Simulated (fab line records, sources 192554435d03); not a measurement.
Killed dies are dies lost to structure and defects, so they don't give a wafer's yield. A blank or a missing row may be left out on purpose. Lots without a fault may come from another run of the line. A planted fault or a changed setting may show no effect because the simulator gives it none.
fab line records | flow n5_finfet
record lots=7 wafers=17 last_day=16
route steps=1938 shown MOL_CONTACT_COAG@562 BEOL_M4@1111 PASSIVATION@1936
lots that met no fault: from a run of the same line without faults
start_h: hours from the record's first day to the start of the lot's first wafer shown | wait_h: hours since the lot's step before | " the same as in the row above | L1.1+2: a row that stands for several wafers | - no value, or no start given | * or withheld: withheld | < > ~ a bound
route shown NAME@n: a module of which the file shows steps, and the number in the route of the first | usual: mean/standard deviation of fault-free wafers | same: alike in all rows | chamber/n: place in a boat | sites: the reading at each site | _std_site: their standard deviation | _edge_site: outer sites' mean less inner sites' | radius_mm: how far each site lies from the wafer's centre | mask NAME#n: copy n | behind: the tool/chamber that last shaped the wafer | hold: why the lot was held/for how many hours/how that ended | device: the transistor (n, p or np) that didn't switch | end of line: the same wafers' tests at the end of the route | a step without rows: its recipe alone | killed: dies lost to structure and defects at the first sort, not the wafer's yield | map: a wafer's dies, x killed, . not, _ none there
set.NAME: the setting as run; set.NAME@STEP: as run at that earlier step | model.NAME: the simulator's own value behind a step, which no gauge read
steps of the route over a sample of lots; a table a step, a row a wafer
services: from which hour (start_h, from the record's first day; less than 0 if before it) a tool's chamber was out of use, for how many hours, and why
## steps
# step N5_MOL_CONTACT_COAG_ALD_123
# recipe material=SiNx target_thk_a=50 temp_c=400 ald_precursor_family=SiH2I2 ald_co_reactant=N2/H2-plasma pulse_time_s=1 purge_time_s=2 co_reactant_purge_time_s=2 ald_cycles=100 pressure_torr=2
# usual heater_power_outer_w=531/51 heater_power_w=857/61 precursor_pulse_height_rel=1.002/0.02
# columns lot.wafer tool chamber start_h wait_h heater_power_outer_w heater_power_w precursor_pulse_height_rel
L380.1 ald_sin-04 2 103.61 0.0 591 902 0.983
L380.5 " 2 " " 607 902 1.033
L387.1 ald_sin-02 1 150.42 0.3 480 811 1.018
L387.3 " 3 " " 456 773 1.015
L387.5 " 0 " " 533 887 1.040
L391.5 ald_sin-03 2 170.97 0.3 556 874 1.010
L391.6 " 1 " " 470 781 0.999
L395.3 ald_sin-04 3 190.73 0.2 495 834 1.011
L395.5 " 0 " " 496 838 1.005
L395.6 " 1 " " 583 998 0.988
L396.1 ald_sin-02 0 197.43 0.0 541 887 0.988
L396.6 " 0 " " 521 874 1.001
L398.4 ald_sin-04 1 210.25 0.4 591 963 1.015
L398.5 " 1 " " 583 1000 1.008
L400.1 ald_sin-02 1 219.70 0.0 474 800 0.993
L400.4 " 3 " " 462 772 0.977
L400.5 " 2 " " 604 906 0.997
# step N5_MOL_CONTACT_COAG_PECVD_31
# recipe material=SiO2 target_thk_a=460 temp_c=400 precursor=TEOS/O2 pressure_torr=6.5 rf_w=withheld teos_flow_sccm=withheld gas=O2 flow_sccm=2650 time_s=8.9
# columns lot.wafer tool chamber start_h wait_h
L380.1+5 pecvd-04 2,1 104.11 0.3
L387.1+3+5 pecvd-04 2,0,2 150.93 0.3
L391.5+6 pecvd-04 0,1 171.27 0.1
L395.3+5+6 pecvd-01 0,0,2 191.24 0.3
L396.1+6 pecvd-04 1 197.93 0.3
L398.4+5 pecvd-04 0,2 210.77 0.3
L400.1+4+5 pecvd-02 0,1,1 220.20 0.3
# step N5_MOL_CONTACT_COAG_ETCHBACK_132
# recipe chemistry=CHF3 target=SiO2 target_depth_a=100 time_s=6.7 ion_energy_ev=200 pressure_mtorr=30 source_w=610 bias_w=170 Ar_flow_sccm=200 CHF3_flow_sccm=50
# usual bias_w=170.1/0.52 drypump_motor_current_A=5.70/0.28 oes_f_703_au=0.80/0.077 oes_product_au=0.80/0.074 rf_vpp_V=527/18 showerhead_plenum_p_Torr=2.40/0.06 throttle_valve_pct=18.7/0.3
# columns lot.wafer tool chamber start_h wait_h bias_w drypump_motor_current_A oes_f_703_au oes_product_au rf_hours_counter_h rf_vpp_V showerhead_plenum_p_Torr throttle_valve_pct
L380.1 rie_diel-04 0 105.12 0.1 170.6 6.23 0.91 0.92 18 545 2.42 18.3
L380.5 " 1 " " 170.3 5.42 0.69 0.72 - 539 2.38 18.6
L387.1 rie_diel-01 0 151.87 0.1 170.2 5.12 0.93 0.90 25 507 2.41 18.5
L387.3 " 1 " " 169.9 5.56 0.73 0.74 186 539 2.44 19.0
L387.5 " 3 " " 170.6 5.54 0.82 0.86 - 539 2.39 18.7
L391.5 rie_diel-01 1 172.05 0.0 170.5 5.57 0.72 0.74 - 537 2.44 19.0
L391.6 " 2 " " 169.9 5.81 0.67 0.67 - 517 2.28 19.3
L395.3 rie_diel-01 0 192.03 0.1 169.9 5.13 0.91 0.87 38 508 2.41 18.5
L395.5 " 2 " " 170.9 5.84 0.67 0.67 - 518 2.28 19.3
L395.6 " 1 " " 170.2 5.56 0.71 0.73 - 538 2.44 19.0
L396.1 rie_diel-06 3 198.70 0.1 169.9 6.03 0.84 0.81 108 503 2.40 18.6
L396.6 " 3 " " 169.5 6.02 0.84 0.81 - 504 2.40 18.6
L398.4 rie_diel-06 2 211.87 0.1 170.7 5.67 0.84 0.83 - 529 2.41 19.0
L398.5 " 3 " " 170.1 6.03 0.83 0.81 - 504 2.40 18.6
L400.1 rie_diel-01 3 221.00 0.1 170.3 5.49 0.79 0.82 82 536 2.38 18.7
L400.4 " 0 " " 170.4 5.14 0.89 0.85 49 508 2.40 18.5
L400.5 " 3 " " 170.7 5.54 0.79 0.82 - 536 2.38 18.8
# step N5_MOL_CONTACT_COAG_VIA_ETCH_46
# recipe chemistry=C4F6/O2 target_depth_a=460 overetch_a=92 mask_material=SOC target=SiO2 bias_w=455 pressure_mtorr=10 time_s=40 source_w=325 Ar_flow_sccm=300 C4F6_flow_sccm=10 O2_flow_sccm=10 ion_energy_ev=575.3 ends=end_point
# usual bias_w=455.0/1.3 drypump_motor_current_A=5.70/0.27 oes_f_703_au=0.80/0.08 oes_product_au=0.72/0.064 rf_vpp_V=1594/50 showerhead_plenum_p_Torr=2.86/0.07 throttle_valve_pct=41.0/0.54
# columns lot.wafer tool chamber start_h wait_h bias_w drypump_motor_current_A oes_f_703_au oes_product_au rf_hours_counter_h rf_vpp_V showerhead_plenum_p_Torr throttle_valve_pct
L380.1 rie_diel-04 0 105.28 0.0 454.1 6.20 0.91 0.79 18 1646 2.89 40.8
L380.5 " 1 " " 454.8 5.43 0.70 0.65 - 1632 2.83 40.6
L387.1 rie_diel-01 0 152.02 0.0 458.1 5.13 0.95 0.78 25 1541 2.88 40.3
L387.3 " 1 " " 454.2 5.56 0.73 0.66 186 1626 2.91 41.4
L387.5 " 3 " " 457.1 5.51 0.83 0.77 - 1626 2.85 40.6
L391.5 rie_diel-01 1 172.22 0.0 455.9 5.57 0.73 0.73 - 1624 2.91 41.5
L391.6 " 2 " " 455.4 5.87 0.66 0.62 - 1570 2.73 41.8
L395.3 rie_diel-01 0 192.19 0.0 456.9 5.13 0.92 0.76 38 1541 2.87 40.3
L395.5 " 2 " " 455.9 5.82 0.65 0.61 - 1570 2.73 41.8
L395.6 " 1 " " 454.0 5.56 0.72 0.67 - 1625 2.90 41.4
L396.1 rie_diel-06 3 198.86 0.0 456.8 6.07 0.84 0.81 108 1523 2.86 40.9
L396.6 " 3 " " 457.4 6.05 0.83 0.73 - 1523 2.86 40.8
L398.4 rie_diel-06 2 212.04 0.0 453.7 5.66 0.83 0.73 - 1599 2.88 41.3
L398.5 " 3 " " 457.4 6.04 0.83 0.80 - 1524 2.86 40.9
L400.1 rie_diel-01 3 221.16 0.0 455.8 5.50 0.79 0.74 82 1626 2.84 40.6
L400.4 " 0 " " 455.8 5.13 0.90 0.76 49 1541 2.87 40.3
L400.5 " 3 " " 455.8 5.49 0.79 0.74 - 1626 2.84 40.6
# step N5_MOL_CONTACT_COAG_ETCH_47
# recipe chemistry=CH3F/O2 target=SiNx target_depth_a=270 mask_material=SiO2 stop_on=W over_etch_frac=0.2 ion_energy_ev=120 endpoint=OES-CN pressure_mtorr=30 source_w=395 bias_w=73 Ar_flow_sccm=150 CH3F_flow_sccm=30 O2_flow_sccm=20 ends=end_point
# usual bias_w=73.00/0.21 drypump_motor_current_A=5.69/0.28 etch_rf_on_time_s=31.0/0.76 oes_f_703_au=0.80/0.079 oes_product_au=0.72/0.067 rf_vpp_V=299/9.8 showerhead_plenum_p_Torr=2.01/0.052 throttle_valve_pct=16.4/0.31
# columns lot.wafer tool chamber start_h wait_h bias_w drypump_motor_current_A etch_rf_on_time_s oes_f_703_au oes_product_au rf_hours_counter_h rf_vpp_V showerhead_plenum_p_Torr throttle_valve_pct
L380.1 rie_diel-04 0 105.39 0.0 72.80 6.22 29.8 0.89 0.84 18 309 2.04 15.9
L380.5 " 1 " " 73.20 5.40 30.9 0.70 0.65 - 308 1.99 16.3
L387.1 rie_diel-01 0 152.13 0.0 73.01 5.14 30.4 0.94 0.80 25 289 2.03 16.1
L387.3 " 1 " " 72.95 5.53 31.8 0.72 0.65 186 307 2.05 16.6
L387.5 " 3 " " 72.96 5.56 31.0 0.81 0.76 - 306 2.01 16.3
L391.5 rie_diel-01 1 172.32 0.0 73.13 5.55 50.8 0.71 0.28 - 306 2.05 16.5
L391.6 " 2 " " 73.24 5.87 32.3 0.67 0.60 - 294 1.92 17.0
L395.3 rie_diel-01 0 192.29 0.0 73.31 5.12 29.6 0.91 0.79 38 289 2.03 16.1
L395.5 " 2 " " 72.88 5.85 32.0 0.67 0.59 - 293 1.91 17.0
L395.6 " 1 " " 73.52 5.55 30.7 0.71 0.66 - 306 2.05 16.6
L396.1 rie_diel-06 3 198.97 0.0 73.09 6.06 50.8 0.84 0.31 108 287 2.01 16.1
L396.6 " 3 " " 73.22 6.02 31.4 0.85 0.72 - 284 2.01 16.2
L398.4 rie_diel-06 2 212.14 0.0 73.16 5.68 29.9 0.85 0.74 - 300 2.03 16.6
L398.5 " 3 " " 72.72 6.06 50.8 0.84 0.31 - 283 2.01 16.2
L400.1 rie_diel-01 3 221.26 0.0 73.13 5.50 31.5 0.79 0.73 82 306 2.00 16.4
L400.4 " 0 " " 73.06 5.12 30.2 0.90 0.77 49 289 2.02 16.1
L400.5 " 3 " " 73.07 5.51 31.8 0.78 0.73 - 306 2.00 16.4
# step N5_MOL_CONTACT_COAG_ETCH_124
# recipe chemistry=CH3F/O2 target=SiNx target_depth_a=65 mask_material=SOC stop_on=SiOC over_etch_frac=0.3 ion_energy_ev=120 pressure_mtorr=30 source_w=395 bias_w=73 Ar_flow_sccm=150 CH3F_flow_sccm=30 O2_flow_sccm=20 ends=end_point
# usual bias_w=72.97/0.21 drypump_motor_current_A=5.66/0.29 oes_f_703_au=0.80/0.086 oes_product_au=0.68/0.065 rf_vpp_V=299/9.4 showerhead_plenum_p_Torr=2.01/0.053 throttle_valve_pct=16.3/0.3
# columns lot.wafer tool chamber start_h wait_h bias_w drypump_motor_current_A oes_f_703_au oes_product_au rf_hours_counter_h rf_vpp_V showerhead_plenum_p_Torr throttle_valve_pct
L380.1 rie_diel-01 3 106.87 0.0 72.80 5.51 0.83 0.75 38 306 2.02 16.2
L380.5 " 2 " " 72.76 5.82 0.69 0.60 - 294 1.92 16.9
L387.1 rie_diel-01 0 153.48 0.0 72.93 5.12 0.94 0.76 26 289 2.03 16.1
L387.3 " 1 " " 72.92 5.54 0.72 0.64 187 305 2.05 16.6
L387.5 " 1 " " 73.06 5.54 0.71 0.64 - 305 2.05 16.6
L391.5 rie_diel-06 3 173.76 0.0 72.44 6.05 0.85 0.31 - 285 2.02 16.1
L391.6 " 0 " " 73.00 5.58 0.78 0.72 - 316 1.95 15.9
L395.3 rie_diel-04 2 193.73 0.0 73.23 5.47 0.75 0.60 200 284 2.07 16.1
L395.5 " 0 " " 72.95 6.24 0.84 0.73 - 310 2.03 16.0
L395.6 " 3 " " 72.93 6.14 0.79 0.68 - 299 1.96 16.2
L396.1 rie_diel-06 3 200.32 0.0 73.04 6.03 0.85 0.31 109 284 2.01 16.2
L396.6 " 0 " " 73.13 5.56 0.77 0.71 - 316 1.94 15.9
L398.4 rie_diel-06 0 213.78 0.0 72.76 5.55 0.76 0.70 - 316 1.94 15.9
L398.5 " 2 " " 72.92 5.64 0.85 0.30 - 299 2.03 16.5
L400.1 rie_diel-01 0 222.47 0.0 72.59 5.15 0.90 0.72 49 291 2.02 16.1
L400.4 " 2 " " 73.53 5.85 0.95 0.83 3 298 2.16 16.5
L400.5 " 1 " " 72.98 5.58 0.70 0.61 - 306 2.04 16.6
# step N5_MOL_CONTACT_COAG_THK_MEAS_53
# recipe reads=SiO2_of_MOL_CONTACT_COAG_PECVD_31
# usual VIA_MOL_THK=44.0/0.73
# columns lot.wafer tool chamber start_h wait_h VIA_MOL_THK[nm]
L380.1 film_metro-02 - 107.94 - 42.4
L380.5 " - " " 44.5
L387.1 film_metro-01 - 154.56 - 43.1
L387.3 " - " " 42.6
L387.5 " - " " 43.2
L391.5 film_metro-02 - 174.81 - 67.5
L391.6 " - " " 44.8
L395.3 film_metro-01 - 194.80 - 43.2
L395.5 " - " " 43.7
L395.6 " - " " 45.2
L396.1 film_metro-02 - 201.55 - 67.7
L396.6 " - " " 44.6
L398.4 film_metro-01 - 214.83 - 44.6
L398.5 " - " " 68.5
L400.1 film_metro-02 - 223.57 - 44.3
L400.4 " - " " 44.2
L400.5 " - " " 44.2
# step N5_BEOL_M4_RC_MEAS_101
# usual DIBL_N=36.0/2.2 DIBL_P=35.9/2.6 IOFF_N=0.16/0.038 IOFF_P=0.21/0.042 ION_N=675/15 ION_P=463/10 SS_N=71.5/0.62 SS_P=73.2/0.76 VT_N=250/4.1 VT_P=-251/3.6
# columns lot.wafer tool chamber start_h wait_h DIBL_N[mV/V] DIBL_P[mV/V] IOFF_N[nA/um] IOFF_P[nA/um] ION_N[uA/um] ION_P[uA/um] SS_N[mV/dec] SS_P[mV/dec] VT_N[mV] VT_P[mV]
L380.1 prober-01 0 168.74 0.0 37.3 37.3 0.17 0.21 674 461 71.5 73.2 251 -254
L380.5 " 0 " " 35.4 35.0 0.14 0.19 667 454 71.6 72.4 251 -253
L387.1 prober-01 0 219.77 0.0 35.3 34.6 0.13 0.17 673 464 70.8 72.6 251 -255
L387.3 " 0 " " 37.6 36.8 0.16 0.20 662 450 71.5 74.0 252 -254
L387.5 " 0 " " 39.0 39.5 0.21 0.24 684 464 72.3 74.1 246 -252
L391.6 prober-01 0 248.06 0.8 35.5 36.6 0.15 0.20 666 456 71.6 73.4 246 -254
L395.3 prober-01 0 262.40 0.3 36.0 37.5 0.18 0.24 687 470 71.2 73.3 246 -246
L395.5 " 0 " " 37.0 38.6 0.19 0.25 691 475 71.3 73.8 246 -247
L395.6 " 0 " " 34.2 34.9 0.15 0.19 694 480 71.1 72.6 249 -250
L396.6 prober-02 0 267.71 0.8 36.6 36.9 0.17 0.22 686 464 70.7 72.4 248 -250
L398.4 prober-02 0 281.58 0.5 39.9 42.4 0.22 0.29 696 482 72.1 73.9 245 -248
L400.1 prober-02 0 290.17 0.0 35.9 36.9 0.17 0.28 684 476 71.5 74.2 249 -243
L400.4 " 0 " " 32.9 32.5 0.12 0.19 663 462 70.3 72.6 255 -249
L400.5 " 0 " " 33.8 31.9 0.12 0.18 656 454 70.8 72.2 252 -251
# step N5_PASSIVATION_PROBE_49
# usual defect_limited_yield=91.4/1.6 killed_at_M0_to_M3=35/10 killed_at_M4_up=12/4.7 killed_at_contacts=12/5.8 killed_at_front_end=38/12 killed_at_other=4/3.2 killed_dies=102/18 killed_on_rim=13/4.2 killed_open=68/14 killed_short=32/8 sort_bin_5_function=5.1/0.96 sort_bin_6_memory=3.2/0.77 sort_n_pass=1078/20 sort_yield_pct=91.3/1.7
# same gross_dies=1180 killed_at_back_side=0 sort_bin_4_leakage[%]=0 sort_bin_8_speed[%]=0
# columns lot.wafer tool chamber start_h wait_h defect_limited_yield[%] killed_at_M0_to_M3 killed_at_M4_up killed_at_contacts killed_at_front_end killed_at_other killed_dies killed_on_rim killed_open killed_short sort_bin_5_function[%] sort_bin_6_memory[%] sort_n_pass sort_yield_pct[%]
L387.1 prober-02 - 325.59 0.0 92.1 39 19 9 20 6 93 16 65 28 4.7 2.9 1087 92.1
L387.3 prober-02 - 325.69 0.1 90.3 47 9 4 53 1 114 18 74 32 5.3 3.5 1066 90.3
L387.5 prober-02 - 325.79 0.2 93.6 25 8 4 35 3 75 9 47 28 3.5 2.8 1105 93.6
L391.5 prober-02 - 358.55 0.2 0 37 23 1081 35 4 1180 152 80 31 97.4 2.5 0 0
L391.6 prober-02 - 358.60 0.3 89.8 34 15 14 52 5 120 19 76 44 6.3 3.7 1060 89.8
L396.1 prober-01 - 373.94 0.0 0 53 1 1054 69 3 1180 152 89 41 94.8 4.9 0 0
L396.6 prober-01 - 374.19 0.3 89.9 40 14 12 51 2 119 14 84 35 5.7 4.2 1061 89.9
L398.4 prober-02 - 391.20 0.8 91.5 31 13 13 36 7 100 10 62 37 4.9 3.1 1080 91.5
L398.5 prober-02 - 391.25 0.8 0 16 17 1110 31 6 1180 152 48 31 96.9 2.7 0 0
# killed by level:class
L387.1 BEOL_M3:geometric_particle:open=15 BEOL_M4:geometric_particle:open=14 MOL_CONTACT_COAG:geometric_particle:open=7 BEOL_M0_SAQP:geometric_particle:open=7 BEOL_M1:geometric_particle:short=5 STARTING-WAFER:geometric_particle:short=5 FIN_SAQP:geometric_particle:open=4 BEOL_M0_SAQP:geometric_particle:short=4
L387.3 STI_FIN_REVEAL:geometric_particle:open=22 BEOL_M2:geometric_particle:open=10 BEOL_M0_SAQP:geometric_particle:open=9 BEOL_M0_SAQP:geometric_particle:short=8 BEOL_M3:geometric_particle:open=8 HKMG_FIN:area_etch=7 FIN_SAQP:geometric_particle:short=5 FIN_SAQP:geometric_particle:open=5
L387.5 BEOL_M0_SAQP:geometric_particle:open=10 FIN_SAQP:geometric_particle:open=8 FIN_SAQP:geometric_particle:short=7 STI_FIN_REVEAL:geometric_particle:open=7 BEOL_M0_SAQP:geometric_particle:short=6 MOL_CONTACT_COAG:geometric_particle:open=4 BEOL_M3:geometric_particle:open=4 GATE_CUT:geometric_particle:short=3
L391.5 MOL_CONTACT_COAG:area_etch=1068 MOL_CONTACT_COAG:geometric_particle:open=12 BEOL_M4:geometric_particle:open=11 STI_FIN_REVEAL:geometric_particle:open=10 BEOL_M0_SAQP:geometric_particle:open=10 BEOL_M2:geometric_particle:open=9 FIN_SAQP:geometric_particle:open=6 FIN_SAQP:geometric_particle:short=5
L391.6 FIN_SAQP:geometric_particle:open=20 MOL_CONTACT_COAG:geometric_particle:open=13 FIN_SAQP:geometric_particle:short=11 BEOL_M0_SAQP:geometric_particle:short=9 BEOL_M2:geometric_particle:open=7 BEOL_M4:geometric_particle:open=6 BEOL_M0_SAQP:geometric_particle:open=5 BEOL_M3:geometric_particle:short=5
L396.1 MOL_CONTACT_COAG:area_etch=1050 STI_FIN_REVEAL:geometric_particle:open=22 FIN_SAQP:geometric_particle:open=21 BEOL_M0_SAQP:geometric_particle:short=10 BEOL_M3:geometric_particle:open=10 BEOL_M1:geometric_particle:open=9 BEOL_M0_SAQP:geometric_particle:open=8 FIN_SAQP:geometric_particle:short=7
L396.6 FIN_SAQP:geometric_particle:open=16 STI_FIN_REVEAL:geometric_particle:open=11 MOL_CONTACT_COAG:geometric_particle:open=11 BEOL_M3:geometric_particle:open=6 BEOL_M1:geometric_particle:open=6 BEOL_M0:geometric_particle:open=5 BEOL_M2:geometric_particle:open=5 BEOL_M4:geometric_particle:open=4
L398.4 MOL_CONTACT_COAG:geometric_particle:open=10 BEOL_M1:geometric_particle:open=8 BEOL_M3:geometric_particle:open=8 FIN_SAQP:geometric_particle:open=6 GATE_CUT:geometric_particle:short=5 BEOL_M1:geometric_particle:short=5 DUMMY_GATE:geometric_particle:open=4 BEOL_M0_SAQP:geometric_particle:open=4
L398.5 MOL_CONTACT_COAG:area_etch=1101 FIN_SAQP:geometric_particle:short=5 MOL_CONTACT_COAG:geometric_particle:short=5 BEOL_M0_SAQP:geometric_particle:short=5 BEOL_M1:geometric_particle:open=5 FIN_SAQP:geometric_particle:open=4 STI_FIN_REVEAL:geometric_particle:open=4 MOL_CONTACT_COAG:geometric_particle:open=4
## services
# columns tool chamber start_h hours kind
ald_sin-03 - 85.25 14.0 pm
pecvd-01 - 94.47 1.4 repair
rie_diel-04 0 102.22 2.3 repair
ald_sin-04 3 102.77 18.7 repair
pecvd-01 0 129.78 5.5 scheduled_down
pecvd-02 0 142.67 2.1 scheduled_down
ald_sin-02 0 151.84 12.4 repair
rie_diel-06 0 155.65 13.1 repair
pecvd-02 2 158.51 5.0 scheduled_down
pecvd-04 - 168.14 0.8 repair
rie_diel-01 1 173.91 5.0 repair
pecvd-04 2 177.30 2.1 scheduled_down
rie_diel-06 1 187.11 16.2 repair
pecvd-04 2 187.96 5.0 scheduled_down
rie_diel-01 2 201.16 - clean
rie_diel-01 2 201.16 - consumable_replace:focus_ring
rie_diel-01 2 201.16 - consumable_replace:showerhead
rie_diel-01 2 201.16 13.0 scheduled_down
rie_diel-01 2 201.16 13.0 vent_cycle
pecvd-02 2 202.38 - clean
pecvd-02 2 202.38 - consumable_replace:showerhead
pecvd-02 2 202.38 29.0 scheduled_down
rie_diel-04 1 204.77 9.1 repair
pecvd-04 1 215.42 16.5 scheduled_down
## key
first_sign step=N5_MOL_CONTACT_COAG_ETCH_47 reading=etch_rf_on_time_s direction=up sigmas=26 usual=* struck=*
effect step=N5_MOL_CONTACT_COAG_ETCH_47 reading=oes_product_au direction=down sigmas=6.3 usual=0.72 struck=0.30
effect step=N5_MOL_CONTACT_COAG_ETCH_124 reading=oes_product_au direction=down sigmas=5.8 usual=0.68 struck=0.31
effect step=N5_MOL_CONTACT_COAG_THK_MEAS_53 reading=VIA_MOL_THK direction=up sigmas=33 usual=44.0 struck=67.9
effect step=N5_PASSIVATION_PROBE_49 reading=killed_at_contacts direction=up sigmas=99+ usual=12 struck=1082
more_kills_born_at N5_MOL_CONTACT_COAG_VIA_ETCH_46@rie_diel-06=2151 N5_MOL_CONTACT_COAG_VIA_ETCH_46@rie_diel-01=1068
met_at N5_MOL_CONTACT_COAG_PECVD_31
struck_lots L391,L396,L398
struck_wafers L391.5,L396.1,L398.5
later_rows_left_out L391.5,L396.1,L398.5
not_acting_at N5_MOL_CONTACT_COAG_ALD_123,N5_MOL_CONTACT_COAG_ETCHBACK_132,N5_MOL_CONTACT_COAG_VIA_ETCH_46
onset_between 150.93 171.27
fault kind=process_parameter_drift tool=pecvd-04 chamber=- onset_h=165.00 steps=N5_MOL_CONTACT_COAG_PECVD_31 channel=time_s offset=* shape=step end_h=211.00 scope=struck_wafers_only acts_in=* stated=*
# later_rows_left_out: the simulator's readings of these wafers behind a module that went badly wrong aren't trusted and aren't shown, but for the sort
